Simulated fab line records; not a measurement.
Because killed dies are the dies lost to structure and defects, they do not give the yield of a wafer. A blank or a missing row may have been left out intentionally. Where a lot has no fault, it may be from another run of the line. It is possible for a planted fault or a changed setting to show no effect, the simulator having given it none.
Chamber matching | flow n5-finfet | N5_BEOL_M5_CMP_52 on cmp-03 has 4 sister chambers
The step polishes, stops on SiCOH lowk, t overpolish 6.9 s, target thk 62 nm. 18 wafers are shown with their chamber, then 9 later ones without.

WAFERS, EACH WITH ITS CHAMBER
wafer  | chamber | motor-current-A (A) | time-to-endpoint-s (s) | overpolish-run-s (s)
L074.1 | 1       | 5.5                 | 62.1                   | 6.888
L074.4 | 3       | 7.4                 | 66.7                   | 6.900
L074.6 | 1       | 6.2                 | 59.4                   | 6.897
L077.2 | 2       | 5.3                 | 62.8                   | 6.884
L077.3 | 0       | 7.0                 | 63.0                   | 6.895
L077.5 | 3       | 7.7                 | 63.4                   | 6.915
L078.1 | 0       | 7.1                 | 63.2                   | 6.910
L078.2 | 1       | 6.2                 | 62.3                   | 6.901
L078.3 | 2       | 5.2                 | 62.3                   | 6.895
L082.1 | 3       | 7.6                 | 65.1                   | 6.902
L082.4 | 2       | 5.3                 | 64.1                   | 6.898
L082.5 | 2       | 5.3                 | 61.8                   | 6.910
L081.2 | 2       | 5.3                 | 60.1                   | 6.905
L081.3 | 0       | 6.8                 | 60.2                   | 6.900
L081.4 | 1       | 6.1                 | 57.6                   | 6.887
L083.1 | 1       | 6.1                 | 61.9                   | 6.896
L083.5 | 2       | 5.3                 | 63.1                   | 6.911
L083.6 | 1       | 6.1                 | 62.7                   | 6.885

SIGNATURES (averages over the wafers above)
reading            | chamber 0 | chamber 1 | chamber 2 | chamber 3 | scatter within a chamber
motor-current-A    | 6.967     | 6.033     | 5.283     | 7.567     | 0.18
time-to-endpoint-s | 62.133    | 61.000    | 62.367    | 65.067    | 1.71
overpolish-run-s   | 6.90167   | 6.89233   | 6.90050   | 6.90567   | 0.00841
Rule: a wafer's distance from a chamber is the root of the sum, over the readings, of the square of ((its reading less the chamber's mean) divided by the reading's scatter). If the next closest chamber is less than 2 further off than the closest, the wafer can't be placed; otherwise it belongs to the closest. The scatter is the square root of a quotient: the sum, over the shown wafers, of each reading's squared deviation from its chamber's mean, divided by wafers minus chambers.

WAFERS WHOSE CHAMBER IS MISSING
wafer  | motor-current-A (A) | time-to-endpoint-s (s) | overpolish-run-s (s)
L084.1 | 6.2                 | 63.2                   | 6.904
L084.2 | 5.2                 | 66.6                   | 6.899
L084.4 | 7.7                 | 63.4                   | 6.887
L087.2 | 5.8                 | 66.8                   | 6.906
L087.4 | 7.8                 | 70.1                   | 6.910
L087.5 | 6.0                 | 66.1                   | 6.896
L097.1 | 5.4                 | 64.5                   | 6.914
L097.2 | 6.9                 | 61.3                   | 6.909
L097.5 | 6.6                 | 63.6                   | 6.886

WHICH CHAMBER EACH WENT THROUGH
wafer  | from the rows above     | in truth
L084.1 | 1                       | 1
L084.2 | 2                       | 2
L084.4 | can't be placed: 3 or 0 | 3
L087.2 | can't be placed: 2 or 1 | 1
L087.4 | 3                       | 3
L087.5 | can't be placed: 1 or 2 | 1
L097.1 | 2                       | 2
L097.2 | 0                       | 0
L097.5 | can't be placed: 0 or 1 | 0
Correctly placed: 5 of 9. Cannot be placed on the basis of these rows: 4; the candidates contain the true chamber in 4. 0 placed wrongly.
